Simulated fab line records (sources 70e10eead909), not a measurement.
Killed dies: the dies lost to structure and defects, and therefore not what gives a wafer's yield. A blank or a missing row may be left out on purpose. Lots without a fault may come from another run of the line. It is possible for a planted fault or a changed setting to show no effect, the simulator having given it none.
Chamber matching / flow nand_harc / NHARC_P_M2_CMP_23 on cmp-01: 3 sister chambers
The step polishes, t overpolish 20 s, target thk 144.3 nm. 6 wafers are shown with their chamber, then 6 later ones without.

## EACH WAFER AND ITS CHAMBER
wafer=L082.4; chamber=1; motor_current_A (A)=12.8; time_to_endpoint_s (s)=29.0
wafer=L082.6; chamber=3; motor_current_A (A)=11.7; time_to_endpoint_s (s)=29.3
wafer=L085.2; chamber=2; motor_current_A (A)=12.0; time_to_endpoint_s (s)=30.3
wafer=L085.3; chamber=3; motor_current_A (A)=11.5; time_to_endpoint_s (s)=27.2
wafer=L085.5; chamber=2; motor_current_A (A)=11.5; time_to_endpoint_s (s)=29.5
wafer=L088.1; chamber=1; motor_current_A (A)=12.4; time_to_endpoint_s (s)=31.4

## WAFERS MISSING THEIR CHAMBER
wafer=L088.3; motor_current_A (A)=11.2; time_to_endpoint_s (s)=31.5
wafer=L088.6; motor_current_A (A)=11.8; time_to_endpoint_s (s)=31.5
wafer=L096.4; motor_current_A (A)=11.2; time_to_endpoint_s (s)=32.1
wafer=L096.5; motor_current_A (A)=11.5; time_to_endpoint_s (s)=29.0
wafer=L097.3; motor_current_A (A)=13.1; time_to_endpoint_s (s)=29.3
wafer=L097.4; motor_current_A (A)=11.7; time_to_endpoint_s (s)=31.2

## CHAMBER TAKEN BY EACH
wafer=L088.3; from the rows above=can't be placed: 2 or 3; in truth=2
wafer=L088.6; from the rows above=can't be placed: 2 or 3 or 1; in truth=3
wafer=L096.4; from the rows above=can't be placed: 2 or 3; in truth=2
wafer=L096.5; from the rows above=can't be placed: 3 or 2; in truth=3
wafer=L097.3; from the rows above=1; in truth=1
wafer=L097.4; from the rows above=can't be placed: 2 or 3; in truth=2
Correctly placed: 1 of 6. These rows do not allow placing 5 (true chamber among the candidates in 5). Wrongly placed: 0.
How it was worked out, from the rows above alone: a wafer's distance from a chamber is the root of the sum, over the readings, of the square of ((its reading less the chamber's mean) divided by the reading's scatter). If the next closest chamber is less than 2 further off than the closest, the wafer can't be placed; otherwise it belongs to the closest. A chamber's mean is the mean of its shown wafers. The scatter is the square root of a quotient: the sum, over the shown wafers, of each reading's squared deviation from its chamber's mean, divided by wafers minus chambers.
